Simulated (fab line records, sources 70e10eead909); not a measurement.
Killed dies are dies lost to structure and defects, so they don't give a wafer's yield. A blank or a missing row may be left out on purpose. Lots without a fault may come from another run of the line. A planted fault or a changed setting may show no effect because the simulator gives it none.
A struck lot beside a sound one | flow nand_harc | 15 steps out of a route of 1302
Sound: wafers L592.1, L592.2, L592.6. Struck: wafers L599.4, L599.5, L599.6. The cause comes at the end.
At each step with rows: each side's tool, then ch and its chambers, then its first start. Under that, the readings that differ: sound wafers | struck wafers | difference of the means | sigmas: that difference in standard deviations of wafers without a fault.
alike: readings whose means differ by less than 2 such deviations, and words and numbers that are the same on both sides. not compared: withheld readings, readings that some wafer has no value for, bounds like >300 that may hide the same value, and numbers for which the record gives no deviation and whose values overlap.
The two part at a step that has a row with sigmas, a row that says differs or no value, or rows on one side only. Numbers that don't overlap but have no deviation are shown without sigmas and don't part them. A reading that every wafer of one side lacks parts them only if that side has two wafers or more.

NHARC_A_SGD_CUT_THK_MEAS_22: measures by ellipsometry.
  sound on film_metro-02, day 22 22:27; struck on film_metro-01, day 24 19:44
  alike: thk_nm
then, 2 steps without rows for these wafers: NHARC_A_SGD_CUT_SRD_23; NHARC_A_SGD_CUT_ETCH_26 (etches SiO2 in dHF, target depth 45.8 nm).
NHARC_A_SGD_CUT_ETCHBACK_24: etches the open film in CH3F/O2, target depth 50 nm, time 92.857 s.
  sound on rie_diel-12 ch 0,1,3, day 22 22:41; struck on rie_diel-07 ch 1,2,3, day 24 20:01
  alike: drypump_motor_current_A, mfc_ar_sccm, oes_product_au, rf_vpp_V, showerhead_plenum_p_Torr, throttle_valve_pct
  not compared: rf_hours_counter_h
NHARC_A_SGD_CUT_STRIP_28: strips in O2, time 20 s.
  sound on rie_diel-12 ch 0,1; struck on rie_diel-07 ch 1,2,3, day 24 20:09
  alike: drypump_motor_current_A, mfc_ar_sccm, oes_product_au, rf_vpp_V, showerhead_plenum_p_Torr, throttle_valve_pct
  not compared: rf_hours_counter_h
NHARC_A_SGD_CUT_INSPECT_25:
  sound on defect_inspect-02, day 22 22:55; struck on defect_inspect-01, day 24 20:14
  alike: raw_defect_count
NHARC_A_SLIT_DEP_25: deposits SiO2, target thk 200 nm.
  sound on pecvd-04 ch 0,2, day 22 23:00; struck on pecvd-04 ch 0,1,2, day 24 20:25
  alike: heater_power_outer_w, heater_power_w, throttle_valve_pct
NHARC_A_SLIT_DEP_00: deposits aC, target thk 6200 nm.
  sound on acl_dep-03 ch 0, day 23 00:29; struck on acl_dep-01 ch 0, day 24 23:29
  alike: throttle_valve_pct
NHARC_A_SLIT_DEP_23: deposits SiON, target thk 100 nm.
  sound on pecvd-01 ch 1,2, day 23 04:20; struck on pecvd-01 ch 0,1,2, day 25 01:28
  alike: heater_power_outer_w, heater_power_w
then, 3 steps without rows for these wafers: NHARC_A_SLIT_DEHYDRATE_01 (time 120 s); NHARC_A_SLIT_HMDS_02 (time 30 s); NHARC_A_SLIT_COAT_03 (resist thk 90 nm).
NHARC_A_SLIT_SOFTBAKE_04: time 55 s.
  sound on litho_track-01 ch 0, day 23 04:00; struck on litho_track-01 ch 0, day 25 01:00
  reading                  | sound                | struck               | difference | sigmas
  heater_power_total_W (W) | 188.38 188.31 188.26 | 185.07 185.09 185.14 | -3.22      | -23
then, 1 step without rows for these wafers: NHARC_A_SLIT_EBR_05.
NHARC_END_SORT_01:
  the record has rows for the sound wafers here (prober-02 ch 0, day 27 19:47) and none for the struck ones

WHERE THEY PART
First at NHARC_A_SLIT_SOFTBAKE_04; last, within this record, at NHARC_END_SORT_01.

WHY: what the simulator had put in
Process parameter drift: litho_track-01, from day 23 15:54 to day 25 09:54, at NHARC_A_SLIT_SOFTBAKE_04. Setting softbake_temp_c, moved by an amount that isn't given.
